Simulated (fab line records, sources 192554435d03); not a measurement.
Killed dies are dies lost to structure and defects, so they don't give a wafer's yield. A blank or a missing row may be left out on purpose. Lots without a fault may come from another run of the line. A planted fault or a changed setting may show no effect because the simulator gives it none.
Which tool did it? | flow n5_finfet | 24 lots, 72 wafers sampled, at 6 steps of a route of 1938

WHAT THE GAUGES READ, wafer by wafer
The record holds no reading of a measuring or inspecting step that can be judged against a usual standard deviation.

WHICH TOOL RAN EACH LOT (tool, then ch and the chambers of the sampled wafers, then the start)
lot  | N5_BEOL_M4_STRIP_97                           | N5_BEOL_M4_SPUTTER_81        | N5_BEOL_M4_ANNEAL_91         | N5_BEOL_M4_SPUTTER_92        | N5_BEOL_M4_CMP_52             | N5_BEOL_M4_DEP_57
L075 | rie_diel-06 ch 0,1,2, day 8 18:40 or earlier  | pvd_sputter-03, day 8 18:40  | pvd_sputter-03, day 8 19:24  | pvd_sputter-03, day 8 19:32  | cmp-03 ch 1,2,3, day 8 20:29  | pecvd-02 ch 0,1,2, day 8 20:58
L074 | rie_diel-01 ch 0,1,2, day 8 20:17 or earlier  | pvd_sputter-01, day 8 20:17  | pvd_sputter-01, day 8 21:02  | pvd_sputter-01, day 8 21:10  | cmp-02 ch 0,1,2, day 8 22:11  | pecvd-02 ch 0,1, day 8 22:35
L076 | rie_diel-01 ch 0,1,3, day 9 01:13 or earlier  | pvd_sputter-03, day 9 01:13  | pvd_sputter-03, day 9 01:57  | pvd_sputter-03, day 9 02:05  | cmp-03 ch 1,2,3, day 9 03:02  | pecvd-02 ch 0,1, day 9 03:31
L077 | rie_diel-01 ch 0,3, day 9 05:10 or earlier    | pvd_sputter-01, day 9 05:10  | pvd_sputter-01, day 9 05:55  | pvd_sputter-01, day 9 06:03  | cmp-03 ch 0,1, day 9 07:03    | pecvd-04 ch 0,1,2, day 9 07:31
L079 | rie_diel-05 ch 0,1,2, day 9 10:29 or earlier  | pvd_sputter-01, day 9 10:29  | pvd_sputter-01, day 9 11:14  | pvd_sputter-01, day 9 11:22  | cmp-04 ch 0,1,2, day 9 13:35  | pecvd-03 ch 0,2, day 9 14:04
L078 | rie_diel-01 ch 1,2,3, day 9 11:52 or earlier  | pvd_sputter-03, day 9 11:52  | pvd_sputter-03, day 9 12:37  | pvd_sputter-03, day 9 12:45  | cmp-04 ch 0,1, day 9 13:49    | pecvd-03 ch 0,1, day 9 14:18
L080 | rie_diel-06 ch 1,2,3, day 9 12:20 or earlier  | pvd_sputter-01, day 9 12:20  | pvd_sputter-01, day 9 13:04  | pvd_sputter-01, day 9 13:13  | cmp-04 ch 1,3, day 9 14:11    | pecvd-04 ch 0,1, day 9 14:38
L082 | rie_diel-01 ch 1,2, day 9 15:35 or earlier    | pvd_sputter-02, day 9 15:35  | pvd_sputter-02, day 9 16:20  | pvd_sputter-02, day 9 16:28  | cmp-02 ch 0,3, day 9 17:26    | pecvd-02 ch 0,1,2, day 9 17:54
L081 | rie_diel-05 ch 0,1, day 9 19:16 or earlier    | pvd_sputter-02, day 9 19:16  | pvd_sputter-02, day 9 20:01  | pvd_sputter-02, day 9 20:09  | cmp-02 ch 2,3, day 9 21:16    | pecvd-02 ch 0,1, day 9 21:45
L083 | rie_diel-01 ch 1,2, day 10 11:40 or earlier   | pvd_sputter-02, day 10 11:40 | pvd_sputter-02, day 10 12:24 | pvd_sputter-02, day 10 12:32 | cmp-02 ch 0,1, day 10 13:31   | pecvd-03 ch 0,1,2, day 10 13:59
L085 | rie_diel-06 ch 1,2,3, day 11 08:17 or earlier | pvd_sputter-03, day 11 08:17 | pvd_sputter-03, day 11 09:01 | pvd_sputter-03, day 11 09:10 | cmp-04 ch 1,2, day 11 10:05   | pecvd-03 ch 0,2, day 11 10:35
L084 | rie_diel-01 ch 2,3, day 11 08:34 or earlier   | pvd_sputter-02, day 11 08:34 | pvd_sputter-02, day 11 09:19 | pvd_sputter-02, day 11 09:27 | cmp-02 ch 0,1,2, day 11 10:32 | pecvd-02 ch 1,2, day 11 11:01
L086 | rie_diel-06 ch 0,3, day 11 08:40 or earlier   | pvd_sputter-01, day 11 08:40 | pvd_sputter-01, day 11 09:25 | pvd_sputter-01, day 11 09:33 | cmp-04 ch 1,2,3, day 11 10:52 | pecvd-04 ch 1,2, day 11 11:17
L087 | rie_diel-05 ch 0,2,3, day 11 14:26 or earlier | pvd_sputter-02, day 11 14:26 | pvd_sputter-02, day 11 15:10 | pvd_sputter-02, day 11 15:19 | cmp-02 ch 0,1,3, day 11 16:14 | pecvd-02 ch 0,1,2, day 11 16:44
L089 | rie_diel-06 ch 0,1, day 11 16:30 or earlier   | pvd_sputter-03, day 11 16:30 | pvd_sputter-03, day 11 17:14 | pvd_sputter-03, day 11 17:23 | cmp-02 ch 1,2,3, day 11 18:26 | pecvd-02 ch 0,1,2, day 11 18:52
L088 | rie_diel-05 ch 0,1,3, day 11 17:55 or earlier | pvd_sputter-01, day 11 17:55 | pvd_sputter-01, day 11 18:39 | pvd_sputter-01, day 11 18:47 | cmp-02 ch 1,2,3, day 11 19:43 | pecvd-03 ch 0,1, day 11 20:13
L091 | rie_diel-01 ch 0,2,3, day 12 00:55 or earlier | pvd_sputter-01, day 12 00:55 | pvd_sputter-01, day 12 01:40 | pvd_sputter-01, day 12 01:48 | cmp-03 ch 0,1,2, day 12 02:44 | pecvd-02 ch 1,2, day 12 03:13
L090 | rie_diel-05 ch 1,2,3, day 12 04:40 or earlier | pvd_sputter-02, day 12 04:40 | pvd_sputter-02, day 12 05:24 | pvd_sputter-02, day 12 05:32 | cmp-02 ch 0,1,2, day 12 06:31 | pecvd-02 ch 0,1,2, day 12 06:58
L093 | rie_diel-01 ch 0,1,2, day 12 17:08 or earlier | pvd_sputter-03, day 12 17:08 | pvd_sputter-03, day 12 17:53 | pvd_sputter-03, day 12 18:01 | cmp-03 ch 0,3, day 12 18:59   | pecvd-02 ch 0,2, day 12 19:26
L092 | rie_diel-01 ch 0,1,2, day 12 13:48 or earlier | pvd_sputter-01, day 12 13:48 | pvd_sputter-01, day 12 14:32 | pvd_sputter-01, day 12 14:41 | cmp-03 ch 1,2,3, day 12 15:37 | pecvd-04 ch 1,2, day 12 16:06
L094 | rie_diel-06 ch 2,3, day 13 16:07 or earlier   | pvd_sputter-01, day 13 16:07 | pvd_sputter-01, day 13 16:52 | pvd_sputter-01, day 13 17:00 | cmp-02 ch 0,2, day 13 17:58   | pecvd-04 ch 0,1,2, day 13 18:25
L095 | rie_diel-01 ch 0,2,3, day 13 23:08 or earlier | pvd_sputter-01, day 13 23:08 | pvd_sputter-01, day 13 23:53 | pvd_sputter-01, day 14 00:01 | cmp-03 ch 0,1, day 14 00:57   | pecvd-04 ch 0,2, day 14 01:30
L097 | rie_diel-06 ch 0,2,3, day 14 01:49 or earlier | pvd_sputter-03, day 14 01:49 | pvd_sputter-03, day 14 02:33 | pvd_sputter-03, day 14 02:41 | cmp-03 ch 0,1,3, day 14 03:42 | pecvd-04 ch 0,1, day 14 04:07
L096 | rie_diel-05 ch 0,2, day 14 06:09 or earlier   | pvd_sputter-03, day 14 06:09 | pvd_sputter-03, day 14 06:53 | pvd_sputter-03, day 14 07:02 | cmp-02 ch 0,1,2, day 14 08:08 | pecvd-04 ch 0,2, day 14 08:43
- N5_BEOL_M4_STRIP_97: strips in N2/H2, time 10 s.
- N5_BEOL_M4_SPUTTER_81: material Cu, target thk 4.5 nm, time 8.29 s.
- N5_BEOL_M4_ANNEAL_91: time 240 s.
- N5_BEOL_M4_SPUTTER_92: material Cu, target thk 4.5 nm, time 8.29 s.
- N5_BEOL_M4_CMP_52: polishes, stops on SiOC, t overpolish 6.8 s, target thk 40 nm.
- N5_BEOL_M4_DEP_57: deposits SiCN from 3MS/NH3, target thk 8 nm, time 14 s.

WHAT THE TOOLS THEMSELVES READ (means of the sampled wafers that have a number; where no wafer has one, the mark that the record gives instead)
N5_BEOL_M4_STRIP_97. Usual: drypump_motor_current_A 5.6 A, standard deviation 0.44; oes_product_au 0.82 a.u., standard deviation 0.075; rf_vpp_V 59.2 V, standard deviation 0.82; showerhead_plenum_p_Torr 2.56 Torr, standard deviation 0.069; throttle_valve_pct 23.64 %, standard deviation 0.18.
lot  | tool        | drypump_motor_current_A (A) | oes_product_au (a.u.) | rf_vpp_V (V) | showerhead_plenum_p_Torr (Torr) | throttle_valve_pct (%) | flag
L075 | rie_diel-06 | 5.6                         | 0.76                  | 59.3         | 2.55                            | 23.84                  |
L074 | rie_diel-01 | 5.5                         | 0.87                  | 58.8         | 2.57                            | 23.49                  |
L076 | rie_diel-01 | 5.7                         | 0.79                  | 59.6         | 2.57                            | 23.59                  |
L077 | rie_diel-01 | 5.5                         | 0.80                  | 59.1         | 2.57                            | 23.53                  |
L079 | rie_diel-05 | 5.8                         | 0.84                  | 58.7         | 2.50                            | 23.66                  |
L078 | rie_diel-01 | 5.5                         | 0.81                  | 59.4         | 2.58                            | 23.63                  |
L080 | rie_diel-06 | 5.5                         | 0.84                  | 59.0         | 2.56                            | 23.65                  |
L082 | rie_diel-01 | 5.7                         | 0.84                  | 59.2         | 2.56                            | 23.55                  |
L081 | rie_diel-05 | 5.8                         | 0.83                  | 58.5         | 2.54                            | 23.64                  |
L083 | rie_diel-01 | 5.7                         | 0.85                  | 59.0         | 2.56                            | 23.56                  |
L085 | rie_diel-06 | 5.5                         | 0.81                  | 58.5         | 2.55                            | 23.67                  |
L084 | rie_diel-01 | 5.1                         | 0.81                  | 58.9         | 2.59                            | 23.62                  |
L086 | rie_diel-06 | 5.2                         | 0.86                  | 59.6         | 2.57                            | 23.72                  |
L087 | rie_diel-05 | 5.9                         | 0.84                  | 59.3         | 2.55                            | 23.61                  |
L089 | rie_diel-06 | 5.9                         | 0.70                  | 58.4         | 2.44                            | 23.99                  |
L088 | rie_diel-05 | 6.0                         | 0.85                  | 58.8         | 2.54                            | 23.68                  |
L091 | rie_diel-01 | 5.3                         | 0.78                  | 60.0         | 2.58                            | 23.59                  |
L090 | rie_diel-05 | 6.0                         | 0.87                  | 59.4         | 2.51                            | 23.71                  |
L093 | rie_diel-01 | 5.5                         | 0.83                  | 60.2         | 2.55                            | 23.52                  |
L092 | rie_diel-01 | 5.5                         | 0.83                  | 58.6         | 2.55                            | 23.53                  |
L094 | rie_diel-06 | 5.2                         | 0.83                  | 59.8         | 2.64                            | 23.58                  |
L095 | rie_diel-01 | 5.3                         | 0.86                  | 59.1         | 2.57                            | 23.54                  |
L097 | rie_diel-06 | 5.3                         | 0.79                  | 59.9         | 2.59                            | 23.77                  |
L096 | rie_diel-05 | 5.8                         | 0.79                  | 59.5         | 2.49                            | 23.65                  |

N5_BEOL_M4_SPUTTER_81. Usual: throttle_valve_pct 30.7 %, standard deviation 0.82.
lot  | tool           | throttle_valve_pct (%) | flag
L075 | pvd_sputter-03 | 30.9                   |
L074 | pvd_sputter-01 | 30.2                   |
L076 | pvd_sputter-03 | 30.9                   |
L077 | pvd_sputter-01 | 30.1                   |
L079 | pvd_sputter-01 | 30.0                   |
L078 | pvd_sputter-03 | 30.9                   |
L080 | pvd_sputter-01 | 30.1                   |
L082 | pvd_sputter-02 | 30.6                   |
L081 | pvd_sputter-02 | 31.6                   |
L083 | pvd_sputter-02 | 31.5                   |
L085 | pvd_sputter-03 | 31.1                   |
L084 | pvd_sputter-02 | 31.4                   |
L086 | pvd_sputter-01 | 29.9                   |
L087 | pvd_sputter-02 | 30.8                   |
L089 | pvd_sputter-03 | 31.0                   |
L088 | pvd_sputter-01 | 30.1                   |
L091 | pvd_sputter-01 | 30.2                   |
L090 | pvd_sputter-02 | 31.2                   |
L093 | pvd_sputter-03 | 30.8                   |
L092 | pvd_sputter-01 | 30.2                   |
L094 | pvd_sputter-01 | 30.1                   |
L095 | pvd_sputter-01 | 30.0                   |
L097 | pvd_sputter-03 | 31.3                   |
L096 | pvd_sputter-03 | 31.4                   |

N5_BEOL_M4_ANNEAL_91. Usual: heater_power_w 795 W, standard deviation 54.
lot  | tool           | heater_power_w (W) | flag
L075 | pvd_sputter-03 | 780                |
L074 | pvd_sputter-01 | 815                |
L076 | pvd_sputter-03 | 787                |
L077 | pvd_sputter-01 | 757                |
L079 | pvd_sputter-01 | 819                |
L078 | pvd_sputter-03 | 792                |
L080 | pvd_sputter-01 | 793                |
L082 | pvd_sputter-02 | 734                |
L081 | pvd_sputter-02 | 790                |
L083 | pvd_sputter-02 | 784                |
L085 | pvd_sputter-03 | 784                |
L084 | pvd_sputter-02 | 724                |
L086 | pvd_sputter-01 | 760                |
L087 | pvd_sputter-02 | 733                |
L089 | pvd_sputter-03 | 762                |
L088 | pvd_sputter-01 | 769                |
L091 | pvd_sputter-01 | 814                |
L090 | pvd_sputter-02 | 793                |
L093 | pvd_sputter-03 | 763                |
L092 | pvd_sputter-01 | 784                |
L094 | pvd_sputter-01 | 819                |
L095 | pvd_sputter-01 | 789                |
L097 | pvd_sputter-03 | 810                |
L096 | pvd_sputter-03 | 813                |

N5_BEOL_M4_SPUTTER_92. Usual: throttle_valve_pct 30.7 %, standard deviation 0.8.
lot  | tool           | throttle_valve_pct (%) | flag
L075 | pvd_sputter-03 | 30.8                   |
L074 | pvd_sputter-01 | 30.1                   |
L076 | pvd_sputter-03 | 30.9                   |
L077 | pvd_sputter-01 | 30.3                   |
L079 | pvd_sputter-01 | 30.0                   |
L078 | pvd_sputter-03 | 30.8                   |
L080 | pvd_sputter-01 | 30.1                   |
L082 | pvd_sputter-02 | 30.7                   |
L081 | pvd_sputter-02 | 31.5                   |
L083 | pvd_sputter-02 | 31.5                   |
L085 | pvd_sputter-03 | 31.0                   |
L084 | pvd_sputter-02 | 31.4                   |
L086 | pvd_sputter-01 | 29.8                   |
L087 | pvd_sputter-02 | 30.9                   |
L089 | pvd_sputter-03 | 30.9                   |
L088 | pvd_sputter-01 | 30.1                   |
L091 | pvd_sputter-01 | 30.4                   |
L090 | pvd_sputter-02 | 31.1                   |
L093 | pvd_sputter-03 | 30.9                   |
L092 | pvd_sputter-01 | 30.0                   |
L094 | pvd_sputter-01 | 30.1                   |
L095 | pvd_sputter-01 | 29.9                   |
L097 | pvd_sputter-03 | 31.0                   |
L096 | pvd_sputter-03 | 31.3                   |

N5_BEOL_M4_CMP_52. Usual: barrier_field_endpoint_s 24.9 s, standard deviation 0.77; motor_current_A 5.6 A, standard deviation 0.57; overpolish_run_s 6.801 s, standard deviation 0.0091; platen_rpm 50.00 rpm, standard deviation 0.037; time_to_endpoint_s 63 s, standard deviation 4.1.
lot  | tool   | barrier_field_endpoint_s (s) | motor_current_A (A) | overpolish_run_s (s) | platen_rpm (rpm) | time_to_endpoint_s (s) | flag
L075 | cmp-03 | 24.1                         | 5.9                 | 6.803                | 50.02            | 62                     |
L074 | cmp-02 | 25.3                         | 5.2                 | 6.806                | 49.94            | 66                     |
L076 | cmp-03 | 25.0                         | 5.7                 | 6.794                | 50.00            | 65                     |
L077 | cmp-03 | 25.6                         | 5.2                 | 6.802                | 50.00            | 64                     |
L079 | cmp-04 | 24.2                         | 5.9                 | 6.798                | 50.02            | 58                     |
L078 | cmp-04 | 24.2                         | 6.2                 | 6.800                | 49.98            | 60                     |
L080 | cmp-04 | 25.4                         | 6.3                 | 6.797                | 50.00            | 65                     |
L082 | cmp-02 | 26.3                         | 5.7                 | 6.802                | 49.98            | 66                     |
L081 | cmp-02 | 25.1                         | 4.9                 | 6.797                | 50.06            | 64                     |
L083 | cmp-02 | 25.3                         | 5.5                 | 6.809                | 49.99            | 65                     |
L085 | cmp-04 | 23.7                         | 5.8                 | 6.798                | 50.04            | 60                     |
L084 | cmp-02 | 25.1                         | 5.5                 | 6.795                | 50.00            | 66                     |
L086 | cmp-04 | 24.8                         | 6.0                 | 6.794                | 50.01            | 63                     |
L087 | cmp-02 | 25.4                         | 5.6                 | 6.800                | 50.02            | 66                     |
L089 | cmp-02 | 24.7                         | 5.1                 | 6.802                | 50.00            | 62                     |
L088 | cmp-02 | 25.2                         | 5.1                 | 6.797                | 50.00            | 65                     |
L091 | cmp-03 | 24.6                         | 5.6                 | 6.795                | 50.00            | 63                     |
L090 | cmp-02 | 25.0                         | 5.2                 | 6.801                | 50.02            | 64                     |
L093 | cmp-03 | 25.2                         | 6.2                 | 6.805                | 49.98            | 62                     |
L092 | cmp-03 | 25.2                         | 5.7                 | 6.795                | 49.99            | 62                     |
L094 | cmp-02 | 24.9                         | 5.1                 | 6.807                | 49.99            | 67                     |
L095 | cmp-03 | 25.0                         | 5.6                 | 6.806                | 50.02            | 62                     |
L097 | cmp-03 | 24.3                         | 5.6                 | 6.802                | 50.01            | 62                     |
L096 | cmp-02 | 24.5                         | 5.4                 | 6.798                | 49.97            | 62                     |

N5_BEOL_M4_DEP_57. Usual: showerhead_plenum_p_Torr 3.670 Torr, standard deviation 0.01; throttle_valve_pct 8.8 %, standard deviation 0.56.
lot  | tool     | showerhead_plenum_p_Torr (Torr) | throttle_valve_pct (%) | flag
L075 | pecvd-02 | 3.664                           | 8.9                    |
L074 | pecvd-02 | 3.663                           | 9.1                    |
L076 | pecvd-02 | 3.663                           | 9.0                    |
L077 | pecvd-04 | 3.671                           | 8.8                    |
L079 | pecvd-03 | 3.668                           | 9.2                    |
L078 | pecvd-03 | 3.674                           | 9.2                    |
L080 | pecvd-04 | 3.679                           | 9.0                    |
L082 | pecvd-02 | 3.663                           | 8.7                    |
L081 | pecvd-02 | 3.667                           | 9.4                    |
L083 | pecvd-03 | 3.678                           | 9.1                    |
L085 | pecvd-03 | 3.662                           | 8.8                    |
L084 | pecvd-02 | 3.677                           | 9.1                    |
L086 | pecvd-04 | 3.673                           | 8.8                    |
L087 | pecvd-02 | 3.668                           | 8.8                    |
L089 | pecvd-02 | 3.662                           | 8.7                    |
L088 | pecvd-03 | 3.679                           | 9.2                    |
L091 | pecvd-02 | 3.663                           | 8.5                    |
L090 | pecvd-02 | 3.664                           | 8.7                    |
L093 | pecvd-02 | 3.664                           | 8.3                    |
L092 | pecvd-04 | 3.680                           | 8.7                    |
L094 | pecvd-04 | 3.675                           | 8.7                    |
L095 | pecvd-04 | 3.673                           | 8.4                    |
L097 | pecvd-04 | 3.672                           | 9.3                    |
L096 | pecvd-04 | 3.668                           | 9.0                    |

THE ANSWER, worked out from the rows above alone
Rule: a lot is off if the mean of its wafers that have a number lies more than 3 standard deviations from the usual mean. A lot without any number at a reading at which 4 lots or more have one is off too. The other lots that the step has rows for count as sound. The gauges are gone through in route order, then the tools' own readings, and for those a lot's mean is taken as printed above. The first step at which some lot is off is used, and at that step the reading that is off furthest; a lot without a number counts as furthest.
No lot is off at any reading shown: from this, nothing can be told.

WHAT THE SIMULATOR HAD PUT IN
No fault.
